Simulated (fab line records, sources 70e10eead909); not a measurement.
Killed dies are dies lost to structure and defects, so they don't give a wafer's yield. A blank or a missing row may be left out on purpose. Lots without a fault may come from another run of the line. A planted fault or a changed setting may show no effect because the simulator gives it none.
Chamber matching | flow nand_harc | NHARC_A_ZERO_WELL_DESCUM_12 on rie_diel-02: 4 sister chambers
The step chemistry O2, time 3 s. 4 wafers are shown with their chamber, then 7 later ones without.

WAFERS WITH THEIR CHAMBER
wafer  | chamber | drypump_motor_current_A (A)
L076.2 | 1       | 5.8
L088.2 | 3       | 5.8
L089.3 | 0       | 4.8
L089.4 | 2       | 6.3

WAFERS WITHOUT THEIR CHAMBER
wafer  | drypump_motor_current_A (A)
L089.5 | 5.8
L096.1 | 4.8
L096.3 | 5.8
L096.5 | 6.4
L097.2 | 5.9
L097.3 | 5.8
L097.6 | 6.3

WHICH CHAMBER EACH WENT THROUGH
wafer  | from the rows above     | in truth
L089.5 | can't be placed: 1 or 3 | 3
L096.1 | 0                       | 0
L096.3 | can't be placed: 1 or 3 | 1
L096.5 | 2                       | 2
L097.2 | can't be placed: 1 or 3 | 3
L097.3 | can't be placed: 1 or 3 | 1
L097.6 | 2                       | 2
Placed correctly: 3 of 7. Can't be placed from these rows: 4 (the true chamber is among the candidates in 4). Placed wrongly: 0.
How it was worked out, from the rows above alone: a wafer's distance from a chamber is the root of the sum, over the readings, of the square of ((its reading less the chamber's mean) divided by the reading's scatter). The wafer belongs to the nearest chamber; if the next one is less than 2 further off, it can't be placed. A chamber's mean is the mean of its shown wafers. The scatter: with one shown wafer a chamber, the root of the mean of the squares of how far each hidden wafer lies from its nearest shown one.
